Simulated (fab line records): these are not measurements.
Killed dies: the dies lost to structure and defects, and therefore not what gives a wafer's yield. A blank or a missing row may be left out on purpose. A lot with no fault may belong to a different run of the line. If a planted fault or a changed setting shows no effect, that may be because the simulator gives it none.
Which tool was responsible? / flow nand_harc / 10 lots (30 wafers sampled), 1 step of a 1159-step route

WHAT THE GAUGES SHOWED, per wafer
NHARC_A_CONTACT_INSPECT_10.
lot=L074; measured=day 17 03:02; on=defect_inspect-02; raw_defect_count=19 17 31
lot=L078; measured=day 18 04:56; on=defect_inspect-02; raw_defect_count=39 36 24
lot=L081; measured=day 18 23:39; on=defect_inspect-01; raw_defect_count=10 9 14
lot=L085; measured=day 19 18:42; on=defect_inspect-01; raw_defect_count=36 19 35
lot=L082; measured=day 19 20:03; on=defect_inspect-01; raw_defect_count=20 24 27
lot=L086; measured=day 20 09:08; on=defect_inspect-01; raw_defect_count=18 18 12
lot=L089; measured=day 20 23:20; on=defect_inspect-01; raw_defect_count=41 29 37
lot=L091; measured=day 21 12:34; on=defect_inspect-01; raw_defect_count=55 63 46
lot=L095; measured=day 22 12:53; on=defect_inspect-01; raw_defect_count=43 46 42
lot=L096; measured=day 22 19:52; on=defect_inspect-01; raw_defect_count=14 16 16

TOOL THAT RAN EACH LOT (tool first, then ch and the chambers of the sampled wafers, then the start)
There is no process step in the record ahead of these readings.

THE ANSWER, worked out from the rows above alone
Rule: the lots themselves supply what counts as usual. Put in order of their means at a reading, lots are off if they are a third of the lots or fewer, leave a main group of 4 or more, and stand apart from it by a gap of 3 or more times the standard deviation of the main group's means; of several such gaps the widest counts. A main group is skipped when, at the precision printed for the reading in the tables above, its means are all equal. A lot without any number at a reading at which 4 lots or more have one is off too. The other lots that the step has rows for count as sound.
None of the lots is off at any reading shown; this tells nothing.

WHAT THE SIMULATOR PUT IN
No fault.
